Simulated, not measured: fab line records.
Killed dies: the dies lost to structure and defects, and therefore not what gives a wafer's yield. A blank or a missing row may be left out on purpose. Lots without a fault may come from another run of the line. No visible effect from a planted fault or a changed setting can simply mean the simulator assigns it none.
fab line records	flow n5Finfet
record: lots: 7	wafers: 21
route steps=1938 shown BEOL_M8@1377 BEOL_M9@1417 BEOL_M10@1486 BEOL_M11@1587 BEOL_M12@1637 BEOL_M13@1685 BEOL_M14@1751
startH: the number of hours between the record's first day and the start of the first shown wafer of the lot	waitH: hours since the lot's step before	" as in the row above	L1.1+2: several wafers, shown together as one row	- value missing, or start not given	* or withheld: withheld	< > ~ a bound
route shown NAME@n: names a module that has steps shown in the file, with the first one's number in the route	usual: the fault-free wafers' mean and standard deviation	same: alike in all rows	chamber/n: place in a boat	sites: per-site readings	_std_site: how widely they spread, as a standard deviation	_edge_site: mean of outer sites minus mean of inner sites	radiusMm: how far each site lies from the wafer's centre	mask NAME#n: copy n	behind: tool/chamber where the wafer was last shaped	hold: cause of the lot's hold/its duration in hours/its outcome	device: the n, p or np transistor that did not switch	end of line: the route-end tests of the same wafers	a step with no rows: only its recipe	killed: not the wafer's yield, but the dies lost to structure and defects at the first sort	map: the dies of a wafer, with x for killed, . for not killed, _ for no die there
set.NAME: the run value of the setting; set.NAME@STEP: its run value at that earlier step	model.NAME: the simulator's own value behind a step, which no gauge read
one table per step and one row per wafer, for lots whose settings were changed on purpose
== steps ==
step: N5_BEOL_M8_TRENCH_ETCH_37
recipe: chemistry: C4F6/O2	targetDepthA: 934.78	target: SiCOH_lowk	timeS: 31.2	ionEnergyEv: 250	pressureMtorr: 30	sourceW: 345	biasW: 185	Ar_flow_sccm: 300	C4F6_flow_sccm: 10	O2_flow_sccm: 10
lot.wafer	tool	chamber	startH	waitH	set.timeS	model.etch.depthNm	model.BEOL_M8.featureDepthNm
L075.1	rieDiel-04	1	-	-	31.2	93	93
L075.4	"	2	"	"	31.2	96.44	96.4
L075.5	"	0	"	"	31.2	91.94	92
L083.3	rieDiel-01	0	-	-	31.2	89.06	89
L083.5	"	3	"	"	31.2	94.44	94.4
L083.6	"	2	"	"	31.2	91.22	91.2
L080.1	rieDiel-03	2	-	-	31.2	96.01	96
L080.3	"	1	"	"	37.12	113.3	113.4
L080.5	"	2	"	"	31.2	95.81	95.8
L084.1	rieDiel-03	1	-	-	37.39	115	115
L084.2	"	0	"	"	31.2	94.91	95
L084.3	"	3	"	"	31.2	94.76	94.8
L090.3	rieDiel-01	2	-	-	31.2	90.43	90.4
L090.4	"	3	"	"	26.27	78.34	78.4
L090.6	"	2	"	"	31.2	90	90
L088.1	rieDiel-01	3	-	-	26.42	79.75	79.8
L088.3	"	1	"	"	26.42	80.62	80.6
L088.4	"	0	"	"	31.2	94.84	94.8
L093.1	rieDiel-04	1	-	-	31.2	94.48	94.4
L093.3	"	0	"	"	31.2	90.94	91
L093.6	"	2	"	"	31.2	95.4	95.4
step: N5_BEOL_M8_ETCH_41
recipe: chemistry: CH3F/O2	target: SiCN	targetDepthA: 319	taperDeg: 2	timeS: 57.8	ionEnergyEv: 120	maskMaterial: TiN	pressureMtorr: 30	sourceW: 395	biasW: 75	Ar_flow_sccm: 150	CH3F_flow_sccm: 30	O2_flow_sccm: 20
step: N5_BEOL_M8_STRIP_80
recipe: chemistry: N2/H2	timeS: 10	powerW: 450	tempC: 40	pressureMtorr: 20	rfFrequencyHz: 6e+07	biasPowerW: 7	n2FlowSccm: 200	h2FlowSccm: 200
step: N5_BEOL_M8_OCD_MEAS_38
usual: trenchDepthNm: 93.5/2.2
lot.wafer	tool	chamber	startH	waitH	set.timeS@BEOL_M8_TRENCH_ETCH_37	trenchDepthNm
L075.1	ocd-02	-	227.61	-	31.2	93.0
L075.4	"	-	"	"	31.2	97.3
L075.5	"	-	"	"	31.2	91.6
L083.3	ocd-02	-	274.37	-	31.2	88.9
L083.5	"	-	"	"	31.2	94.4
L083.6	"	-	"	"	31.2	91.3
L080.1	ocd-01	-	274.41	-	31.2	96.0
L080.3	"	-	"	"	37.12	113.0
L080.5	"	-	"	"	31.2	95.8
L084.1	ocd-02	-	276.38	-	37.39	114.8
L084.2	"	-	"	"	31.2	94.7
L084.3	"	-	"	"	31.2	94.4
L090.3	ocd-02	-	304.50	-	31.2	90.7
L090.4	"	-	"	"	26.27	78.1
L090.6	"	-	"	"	31.2	90.2
L088.1	ocd-01	-	321.67	-	26.42	79.7
L088.3	"	-	"	"	26.42	80.4
L088.4	"	-	"	"	31.2	94.4
L093.1	ocd-01	-	370.57	-	31.2	94.8
L093.3	"	-	"	"	31.2	90.4
L093.6	"	-	"	"	31.2	95.6
step: N5_BEOL_M8_HM_STRIP_39
recipe: chemistry: peroxideTinStrip	material: TiN	targetDepthA: 250	tempC: 50	timeS: 158
step: N5_BEOL_M8_SRD_40
recipe: timeS: 30	tempC: 23	rinseLiquid: diw	dry: ipaMarangoni
step: N5_BEOL_M8_ECD_50
recipe: material: Cu	targetThkA: 3000
step: N5_BEOL_M8_ANNEAL_51
recipe: tempC: 225	timeS: 90	ambient: N2
step: N5_BEOL_M8_CMP_52
recipe: stopOn: SiCOH_lowk	tOverpolishS: 6.9	downForcePsi: 1	platenRpm: 50	clearingPlatenDownForcePsi: 1.5	clearingPlatenRpm: 50	postCmpClean: cuAlkaline	targetThkNm: 80	clearingPlatenPadVelocityMS: 0.99484	padVelocityMS: 0.99484
lot.wafer	tool	chamber	startH	waitH	set.timeS@BEOL_M8_TRENCH_ETCH_37	model.Cu_of_BEOL_M8_ECD_50.thkNm
L075.1	cmp-03	2	231.13	0.3	31.2	79.2
L075.4	"	3	"	"	31.2	83.2
L075.5	"	2	"	"	31.2	78.2
L083.3	cmp-03	1	276.50	0.3	31.2	75.6
L083.6	"	2	"	"	31.2	76
L083.5	"	3	"	"	31.2	82
L080.1	cmp-01	3	276.77	0.3	31.2	82.6
L080.3	"	2	"	"	37.12	101.6
L080.5	"	3	"	"	31.2	81.8
L084.1	cmp-01	1	278.37	0.3	37.39	103
L084.3	"	3	"	"	31.2	81
L084.2	"	0	"	"	31.2	79.6
L090.4	cmp-01	3	306.90	0.2	26.27	63.6
L090.3	"	1	"	"	31.2	76.8
L090.6	"	2	"	"	31.2	77
L088.1	cmp-01	3	323.68	0.3	26.42	65.6
L088.3	"	1	"	"	26.42	66.6
L088.4	"	2	"	"	31.2	81.6
L093.1	cmp-01	1	374.37	0.3	31.2	81.8
L093.3	"	3	"	"	31.2	77
L093.6	"	0	"	"	31.2	81.6
step: N5_BEOL_M8_THK_MEAS_53
recipe: thkMeasGauge: xrf	reads: Cu_of_BEOL_M8_ECD_50
usual: M8_THK: 80.9/2.8
lot.wafer	tool	chamber	startH	waitH	set.timeS@BEOL_M8_TRENCH_ETCH_37	M8_THK[nm]
L075.1	filmMetro-01	-	231.38	-	31.2	79.5
L075.4	"	-	"	"	31.2	83.8
L075.5	"	-	"	"	31.2	78.7
L083.3	filmMetro-01	-	276.68	-	31.2	76.5
L083.5	"	-	"	"	31.2	83.0
L083.6	"	-	"	"	31.2	76.8
L080.1	filmMetro-01	-	277.07	-	31.2	83.1
L080.3	"	-	"	"	37.12	102.2
L080.5	"	-	"	"	31.2	82.4
L084.1	filmMetro-01	-	278.66	-	37.39	103.4
L084.2	"	-	"	"	31.2	80.0
L084.3	"	-	"	"	31.2	81.2
L090.3	filmMetro-01	-	307.16	-	31.2	76.6
L090.4	"	-	"	"	26.27	63.2
L090.6	"	-	"	"	31.2	76.3
L088.1	filmMetro-01	-	323.98	-	26.42	65.7
L088.3	"	-	"	"	26.42	66.7
L088.4	"	-	"	"	31.2	81.7
L093.1	filmMetro-01	-	374.63	-	31.2	81.9
L093.3	"	-	"	"	31.2	77.5
L093.6	"	-	"	"	31.2	81.7
step: N5_BEOL_M8_PRE_CLEAN_55
recipe: gas: NH3	timeS: 15	tempC: withheld	rfPowerW: 300
step: N5_BEOL_M8_DEP_56
recipe: material: SiCN	targetThkA: 100	tempC: withheld	precursor: 3MS/NH3	pressureTorr: 3	rfW: 202	timeS: 17.5
step: N5_BEOL_M8_RS_MEAS_57
recipe: thkMeasGauge: four-point-probe	reads: Cu_of_BEOL_M8_ECD_50+Co_of_BEOL_M8_CVD_78+TaN_of_BEOL_M8_ALD_77
usual: M8_RS: 0.287/0.012
lot.wafer	tool	chamber	startH	waitH	set.timeS@BEOL_M8_TRENCH_ETCH_37	M8_RS[ohm/sq]
L075.1	filmMetro-02	-	231.51	0.1	31.2	0.290
L075.4	"	-	"	"	31.2	0.274
L075.5	"	-	"	"	31.2	0.295
L083.3	filmMetro-01	-	276.81	0.1	31.2	0.305
L083.5	"	-	"	"	31.2	0.278
L083.6	"	-	"	"	31.2	0.303
L080.1	filmMetro-02	-	277.20	0.1	31.2	0.276
L080.3	"	-	"	"	37.12	0.218
L080.5	"	-	"	"	31.2	0.279
L084.1	filmMetro-01	-	278.79	0.1	37.39	0.214
L084.2	"	-	"	"	31.2	0.288
L084.3	"	-	"	"	31.2	0.281
L090.3	filmMetro-01	-	307.29	0.1	31.2	0.300
L090.4	"	-	"	"	26.27	0.376
L090.6	"	-	"	"	31.2	0.299
L088.1	filmMetro-02	-	324.14	0.1	26.42	0.363
L088.3	"	-	"	"	26.42	0.356
L088.4	"	-	"	"	31.2	0.280
L093.1	filmMetro-01	-	374.76	0.1	31.2	0.278
L093.3	"	-	"	"	31.2	0.299
L093.6	"	-	"	"	31.2	0.279
step: N5_BEOL_M9_DESCUM_16
recipe: chemistry: O2	timeS: 7.9	sourcePowerW: 50	biasPowerW: 20	pressureMtorr: 20	rfFrequencyHz: 2.712e+07	tempC: 40	resist: CAR-ArF	o2FlowSccm: 225
lot.wafer	tool	chamber	startH	waitH	set.timeS	model.CAR-ArF_of_BEOL_M9_COAT_05.thkNm
L075.1	rieDiel-05	3	235.47	0.3	7.9	83
L075.4	"	0	"	"	7.9	83.4
L075.5	"	3	"	"	9.419	82.2
L083.3	rieDiel-05	1	278.50	0.2	7.9	83.4
L083.5	"	2	"	"	7.9	83.6
L083.6	"	3	"	"	7.9	83
L080.1	rieDiel-02	2	279.41	0.5	6.385	84
L080.3	"	1	"	"	7.9	83.2
L080.5	"	0	"	"	7.9	83.4
L084.1+3	rieDiel-02	2,3	282.14	0.2	7.9	83.6
L084.2	"	0	"	"	7.9	83.4
L090.3	rieDiel-05	3	310.25	0.0	7.9	83.6
L090.4+6	"	0,3	"	"	7.9	83.4
L088.1	rieDiel-05	3	326.24	0.0	6.151	84.6
L088.3	"	0	"	"	7.9	83.6
L088.4	"	2	"	"	7.9	83.8
L093.1+3	rieDiel-05	3,0	377.15	0.0	7.9	83.6
L093.6	"	3	"	"	7.9	83.4
step: N5_BEOL_M9_ETCH_61
recipe: chemistry: CF4	target: SiARC	targetDepthA: 390	maskMaterial: CAR-ArF	timeS: 65	ionEnergyEv: 80	pressureMtorr: 40	sourceW: 545	biasW: 36	Ar_flow_sccm: 100	cf4FlowSccm: 100	ends: cleared
lot.wafer	tool	chamber	startH	waitH	set.timeS@BEOL_M9_DESCUM_16	model.CAR-ArF_of_BEOL_M9_COAT_05.thkNm
L075.1	rieDiel-05	3	235.50	0.0	7.9	55.2
L075.4	"	0	"	"	7.9	55.4
L075.5	"	3	"	"	9.419	54.4
L083.3+5	rieDiel-05	1,2	278.53	0.0	7.9	55.6
L083.6	"	3	"	"	7.9	55
L080.1	rieDiel-02	2	279.44	0.0	6.385	56
L080.3+5	"	1,0	"	"	7.9	55.4
L084.1+3	rieDiel-02	2,3	282.17	0.0	7.9	55.8
L084.2	"	0	"	"	7.9	55.6
L090.3+4	rieDiel-05	3,0	310.29	0.0	7.9	55.6
L090.6	"	3	"	"	7.9	55.4
L088.1	rieDiel-05	3	326.27	0.0	6.151	56.8
L088.3+4	"	0,2	"	"	7.9	55.8
L093.1+3	rieDiel-05	3,0	377.20	0.0	7.9	55.8
L093.6	"	3	"	"	7.9	55.6
step: N5_BEOL_M9_ETCH_62
recipe: chemistry: N2/H2	target: SOC	targetDepthA: 1100	overetchA: 220	maskMaterial: SiARC	tempC: 40	timeS: 165	ionEnergyEv: 200	pressureMtorr: 30	sourceW: 840	biasW: 150	n2FlowSccm: 200	h2FlowSccm: 200
usual: rfVppV: 523.5/2.1
lot.wafer	tool	chamber	startH	waitH	set.sourceW	rfVppV
L075.1	rieDiel-05	3	235.55	0.0	840	523.3
L075.4	"	0	"	"	990.7	495.8
L075.5	"	3	"	"	840	523.7
L083.3	rieDiel-05	1	278.58	0.0	840	520.6
L083.5	"	2	"	"	840	524.0
L083.6	"	3	"	"	707.6	553.7
L080.1	rieDiel-02	2	279.49	0.0	840	522.6
L080.3	"	1	"	"	840	527.3
L080.5	"	0	"	"	840	523.2
L084.1	rieDiel-02	2	282.22	0.0	840	524.0
L084.2	"	0	"	"	840	523.9
L084.3	"	3	"	"	840	521.1
L090.3	rieDiel-05	3	310.34	0.0	905.7	511.4
L090.4	"	0	"	"	905.7	511.6
L090.6	"	3	"	"	840	523.5
L088.1	rieDiel-05	3	326.32	0.0	840	521.8
L088.3	"	0	"	"	947.8	505.4
L088.4	"	2	"	"	840	522.3
L093.1	rieDiel-05	3	377.28	0.1	840	523.3
L093.3	"	0	"	"	840	525.4
L093.6	"	3	"	"	840	522.4
step: N5_BEOL_M10_DESCUM_16
recipe: chemistry: O2	timeS: 7.9	sourcePowerW: 50	biasPowerW: 20	pressureMtorr: 20	rfFrequencyHz: 2.712e+07	tempC: 40	resist: CAR-ArF	o2FlowSccm: 225
lot.wafer	tool	chamber	startH	waitH	set.timeS	model.CAR-ArF_of_BEOL_M10_COAT_05.thkNm
L075.1	rieDiel-03	1	245.06	0.0	6.137	84.6
L075.4	"	3	"	"	7.9	83.6
L075.5	"	1	"	"	7.9	83.4
L083.3	rieDiel-04	3	287.54	0.0	9.584	82.8
L083.5+6	"	3,0	"	"	7.9	83.8
L080.1	rieDiel-01	3	288.20	0.1	7.9	83.2
L080.3	"	0	"	"	6.719	84
L080.5	"	0	"	"	7.9	83.4
L084.1	rieDiel-01	3	291.63	0.3	7.9	83.2
L084.2	"	0	"	"	7.9	83.4
L084.3	"	2	"	"	7.9	83.8
L090.3	rieDiel-03	2	317.02	0.0	7.188	84
L090.4	"	3	"	"	7.9	83.4
L090.6	"	3	"	"	7.9	83.6
L088.1	rieDiel-01	1	332.32	0.0	6.505	84.8
L088.3+4	"	2,0	"	"	7.9	83.8
L093.1+6	rieDiel-01	0	386.08	0.0	7.9	83.4
L093.3	"	1	"	"	7.9	83.2
step: N5_BEOL_M11_CURE_72
recipe: tempC: 370	timeS: 120	ambient: DMADMS/He	material: SiCOH_lowk
usual: lampPowerPct: 52.31/0.054
lot.wafer	tool	chamber	startH	waitH	set.timeS	lampPowerPct
L075.1	uvCure-02	2	258.57	0.0	120	52.20
L075.4	"	2	"	"	120	52.34
L075.5	"	2	"	"	120	52.17
L083.3	uvCure-02	1	304.76	0.1	100.7	52.30
L083.5	"	1	"	"	100.7	52.33
L083.6	"	1	"	"	100.7	52.24
L080.1	uvCure-03	1	304.99	0.2	120	52.27
L080.3	"	1	"	"	143.9	51.24
L080.5	"	1	"	"	143.9	51.28
L084.1	uvCure-03	1	306.83	0.0	120	52.30
L084.2	"	1	"	"	111.3	52.23
L084.3	"	1	"	"	120	52.29
L090.3	uvCure-03	0	328.56	0.1	120	52.33
L090.4	"	0	"	"	120	52.20
L090.6	"	0	"	"	120	52.33
L088.1	uvCure-01	2	346.42	0.0	120	52.28
L088.3	"	2	"	"	127.5	52.08
L088.4	"	2	"	"	127.5	52.05
L093.1	uvCure-03	1	396.82	0.7	120	52.45
L093.3	"	1	"	"	120	52.33
L093.6	"	1	"	"	120	52.28
step: N5_BEOL_M12_ETCH_68
recipe: chemistry: N2/H2	target: SOC	maskMaterial: SiARC	sourceW: 3000	biasW: 350	tempC: 40	timeS: 285	ionEnergyEv: 200	pressureMtorr: 30	n2FlowSccm: 200	h2FlowSccm: 200
lot.wafer	tool	chamber	startH	waitH	set.timeS	model.SiARC_of_BEOL_M12_COAT_66.thkNm
L075.1+4+5	rieDiel-03	1,3,0	264.57	0.1	285	85
L083.3	rieDiel-01	2	308.85	0.1	252.4	89.2
L083.5	"	1	"	"	285	85.6
L083.6	"	2	"	"	285	86.4
L080.1	rieDiel-04	3	309.83	0.1	285	86
L080.3+5	"	1	"	"	285	86.2
L084.1	rieDiel-01	3	312.19	0.1	227.7	91
L084.2	"	0	"	"	285	85.2
L084.3	"	2	"	"	285	86.4
L090.3	rieDiel-01	3	333.19	0.1	229.2	90.2
L090.4	"	2	"	"	229.2	90.4
L090.6	"	3	"	"	285	85.4
L088.1	rieDiel-01	0	352.23	0.1	341	80.2
L088.3	"	2	"	"	341	82
L088.4	"	1	"	"	341	81
L093.1	rieDiel-03	0	401.00	0.1	285	84.8
L093.3	"	1	"	"	285	85.8
L093.6	"	3	"	"	285	85.2
step: N5_BEOL_M13_EXPOSE_25
recipe: maskId: M13	na: 0.93	sourceShape: conventional	sigmaOuter: 0.4	polarization: unpolarized	targetCdNm: 210	doseMj: 22
lot.wafer	tool	chamber	startH	waitH	mask	set.doseMj
L075.1+4+5	krfScanner-01	0	270.44	-	M13#0	22
L083.3+5+6	krfScanner-02	0	312.52	-	M13#0	22
L080.1+5	krfScanner-02	0	316.38	-	M13#0	22
L080.3	"	0	"	"	M13#0	20.44
L084.1	krfScanner-02	0	317.30	-	M13#0	22
L084.2+3	"	0	"	"	M13#0	21.05
L090.3+4	krfScanner-02	0	336.78	-	M13#0	20.62
L090.6	"	0	"	"	M13#0	22
L088.1	krfScanner-02	0	356.94	-	M13#0	22
L088.3+4	"	0	"	"	M13#0	23.21
L093.1+3+6	krfScanner-01	0	406.57	-	M13#0	22
step: N5_BEOL_M13_DEVELOP_27
recipe: developTimeS: 45	rinseLiquid: diw	dry: airSpin	devTempC: 21
lot.wafer	tool	chamber	startH	waitH	set.developTimeS
L075.1+4	lithoTrack-04	0	-	-	45
L075.5	"	0	"	"	38.74
L083.3+5+6	lithoTrack-05	0	-	-	45
L080.1+3+5	lithoTrack-01	0	-	-	45
L084.1+2	lithoTrack-04	0	-	-	45
L084.3	"	0	"	"	41.92
L090.3+6	lithoTrack-05	0	-	-	45
L090.4	"	0	"	"	36.37
L088.1+4	lithoTrack-01	0	-	-	45
L088.3	"	0	"	"	41.73
L093.1+3+6	lithoTrack-01	0	-	-	45
step: N5_BEOL_M13_HARDBAKE_32
recipe: tempC: 130	timeS: 120
step: N5_BEOL_M13_CD_MEAS_28
recipe: targetCdNm: 209.5	landingEnergyEv: 500	detector: seInlens
usual: cdNm: 209.9/1.2
lot.wafer	tool	chamber	startH	waitH	set.doseMj@BEOL_M13_EXPOSE_25	cdNm
L075.1	cdSem-02	0	270.61	-	22	208.4
L075.4	"	0	"	"	22	209.6
L075.5	"	0	"	"	22	210.7
L083.3	cdSem-01	0	312.69	-	22	209.4
L083.5	"	0	"	"	22	208.3
L083.6	"	0	"	"	22	208.6
L080.1	cdSem-03	0	316.55	-	22	210.6
L080.3	"	0	"	"	20.44	204.0
L080.5	"	0	"	"	22	210.4
L084.1	cdSem-03	0	317.47	-	22	207.2
L084.2	"	0	"	"	21.05	205.2
L084.3	"	0	"	"	21.05	206.2
L090.3	cdSem-02	0	336.94	-	20.62	203.4
L090.4	"	0	"	"	20.62	201.7
L090.6	"	0	"	"	22	209.0
L088.1	cdSem-02	0	357.11	-	22	209.8
L088.3	"	0	"	"	23.21	216.1
L088.4	"	0	"	"	23.21	215.9
L093.1	cdSem-02	0	406.74	-	22	211.0
L093.3	"	0	"	"	22	211.1
L093.6	"	0	"	"	22	211.5
step: N5_BEOL_M13_DESCUM_33
recipe: chemistry: O2	timeS: 7.9	sourcePowerW: 50	biasPowerW: 20	pressureMtorr: 20	rfFrequencyHz: 2.712e+07	tempC: 40	o2FlowSccm: 225
lot.wafer	tool	chamber	startH	waitH	set.doseMj@BEOL_M13_EXPOSE_25	model.BEOL_M13.cdNm
L075.1	rieDiel-06	2	270.88	0.2	22	208.2
L075.4	"	0	"	"	22	209.8
L075.5	"	0	"	"	22	210.4
L083.3	rieDiel-06	3	312.85	0.1	22	209
L083.5	"	0	"	"	22	208.2
L083.6	"	3	"	"	22	208.6
L080.1	rieDiel-02	0	316.92	0.3	22	210.4
L080.3	"	1	"	"	20.44	203.8
L080.5	"	1	"	"	22	210
L084.1	rieDiel-05	1	317.56	0.0	22	208
L084.2	"	3	"	"	21.05	205.2
L084.3	"	2	"	"	21.05	206.6
L090.3	rieDiel-06	2	337.03	0.0	20.62	203.2
L090.4	"	0	"	"	20.62	201.8
L090.6	"	2	"	"	22	209
L088.1	rieDiel-05	0	357.31	0.2	22	209.6
L088.3	"	1	"	"	23.21	216.6
L088.4	"	0	"	"	23.21	216
L093.1	rieDiel-05	3	406.83	0.0	22	211
L093.3	"	0	"	"	22	210.8
L093.6	"	2	"	"	22	-
step: N5_BEOL_M13_ETCH_67
recipe: chemistry: CF4	target: SiARC	targetDepthA: 1430	timeS: 238.3	ionEnergyEv: 80	pressureMtorr: 40	sourceW: 545	biasW: 36	Ar_flow_sccm: 100	cf4FlowSccm: 100	ends: cleared
lot.wafer	tool	chamber	startH	waitH	set.doseMj@BEOL_M13_EXPOSE_25	model.BEOL_M13.cdNm
L075.1	rieDiel-06	2	270.91	0.0	22	208.4
L075.4	"	0	"	"	22	209.4
L075.5	"	0	"	"	22	210.6
L083.3+5	rieDiel-06	3,0	312.89	0.0	22	209.2
L083.6	"	3	"	"	22	208.6
L080.1	rieDiel-02	0	316.95	0.0	22	211.2
L080.3	"	1	"	"	20.44	205
L080.5	"	1	"	"	22	211
L084.1	rieDiel-05	1	317.59	0.0	22	207.4
L084.2	"	3	"	"	21.05	205.4
L084.3	"	2	"	"	21.05	207.4
L090.3	rieDiel-06	2	337.06	0.0	20.62	203.8
L090.4	"	0	"	"	20.62	202.4
L090.6	"	2	"	"	22	209.2
L088.1	rieDiel-05	0	357.35	0.0	22	210.6
L088.3	"	1	"	"	23.21	216.4
L088.4	"	0	"	"	23.21	216.8
L093.1	rieDiel-05	3	406.86	0.0	22	211.6
L093.3	"	0	"	"	22	211.2
L093.6	"	2	"	"	22	212.2
step: N5_BEOL_M14_ETCH_68
recipe: chemistry: N2/H2	target: SOC	maskMaterial: SiARC	sourceW: 3000	biasW: 350	tempC: 40	timeS: 450	ionEnergyEv: 200	pressureMtorr: 30	n2FlowSccm: 200	h2FlowSccm: 200
lot.wafer	tool	chamber	startH	waitH	set.timeS	model.SiARC_of_BEOL_M14_COAT_66.thkNm
L075.1	rieDiel-01	2	274.85	0.1	450	66.4
L075.4	"	2	"	"	450	66
L075.5	"	0	"	"	450	67
L083.3+5	rieDiel-04	3	318.94	0.1	450	65.2
L083.6	"	2	"	"	450	63.8
L080.1	rieDiel-03	1	322.67	0.1	360.2	73.8
L080.3	"	0	"	"	450	63.8
L080.5	"	0	"	"	360.2	73
L084.1	rieDiel-01	3	324.70	0.1	486	61
L084.2	"	0	"	"	450	63.6
L084.3	"	2	"	"	486	62.2
L090.3	rieDiel-01	2	343.48	0.1	450	66.6
L090.4	"	3	"	"	532.5	57.2
L090.6	"	0	"	"	532.5	56.4
L088.1	rieDiel-04	2	363.13	0.1	450	64.8
L088.3	"	3	"	"	450	65.6
L088.4	"	0	"	"	389.2	71.8
L093.1	rieDiel-04	1	411.73	0.1	450	65.6
L093.3	"	0	"	"	450	66.4
L093.6	"	1	"	"	450	65.2
== key ==
split: step: N5_BEOL_M8_TRENCH_ETCH_37	setting: timeS	stated: 31.2	by: wafer
response: step: N5_BEOL_M8_TRENCH_ETCH_37	reading: model.etch.depthNm	change: +0.923	per: 1%	r: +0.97
response: step: N5_BEOL_M8_TRENCH_ETCH_37	reading: model.BEOL_M8.featureDepthNm	change: +0.922	per: 1%	r: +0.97
response: step: N5_BEOL_M8_OCD_MEAS_38	reading: trenchDepthNm	change: +0.922	per: 1%	r: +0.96
response: step: N5_BEOL_M8_CMP_52	reading: model.Cu_of_BEOL_M8_ECD_50.thkNm	change: +1.02	per: 1%	r: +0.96
response: step: N5_BEOL_M8_THK_MEAS_53	reading: M8_THK	change: +1.03	per: 1%	r: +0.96
response: step: N5_BEOL_M8_RS_MEAS_57	reading: M8_RS	change: -0.00402	per: 1%	r: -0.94
split: step: N5_BEOL_M9_DESCUM_16	setting: timeS	stated: 7.9	by: wafer
response: step: N5_BEOL_M9_DESCUM_16	reading: model.CAR-ArF_of_BEOL_M9_COAT_05.thkNm	change: -0.0428	per: 1%	r: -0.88
response: step: N5_BEOL_M9_ETCH_61	reading: model.CAR-ArF_of_BEOL_M9_COAT_05.thkNm	change: -0.0415	per: 1%	r: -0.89
split: step: N5_BEOL_M9_ETCH_62	setting: sourceW	stated: 840	by: wafer
response: step: N5_BEOL_M9_ETCH_62	reading: rfVppV	change: -1.63	per: 1%	r: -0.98
split: step: N5_BEOL_M10_DESCUM_16	setting: timeS	stated: 7.9	by: wafer
response: step: N5_BEOL_M10_DESCUM_16	reading: model.CAR-ArF_of_BEOL_M10_COAT_05.thkNm	change: -0.05	per: 1%	r: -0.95
split: step: N5_BEOL_M11_CURE_72	setting: timeS	stated: 120	by: wafer
response: step: N5_BEOL_M11_CURE_72	reading: lampPowerPct	change: *	per: 1%	r: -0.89
split: step: N5_BEOL_M12_ETCH_68	setting: timeS	stated: 285	by: wafer
response: step: N5_BEOL_M12_ETCH_68	reading: model.SiARC_of_BEOL_M12_COAT_66.thkNm	change: -0.258	per: 1%	r: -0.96
split: step: N5_BEOL_M13_EXPOSE_25	setting: doseMj	stated: 22	by: wafer
response: step: N5_BEOL_M13_CD_MEAS_28	reading: cdNm	change: +0.918	per: 1%	r: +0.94
response: step: N5_BEOL_M13_DESCUM_33	reading: model.BEOL_M13.cdNm	change: +0.953	per: 1%	r: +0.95
response: step: N5_BEOL_M13_ETCH_67	reading: model.BEOL_M13.cdNm	change: +0.858	per: 1%	r: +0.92
split: step: N5_BEOL_M13_DEVELOP_27	setting: developTimeS	stated: 45	by: wafer
response none clear
split: step: N5_BEOL_M14_ETCH_68	setting: timeS	stated: 450	by: wafer
response: step: N5_BEOL_M14_ETCH_68	reading: model.SiARC_of_BEOL_M14_COAT_66.thkNm	change: -0.486	per: 1%	r: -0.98
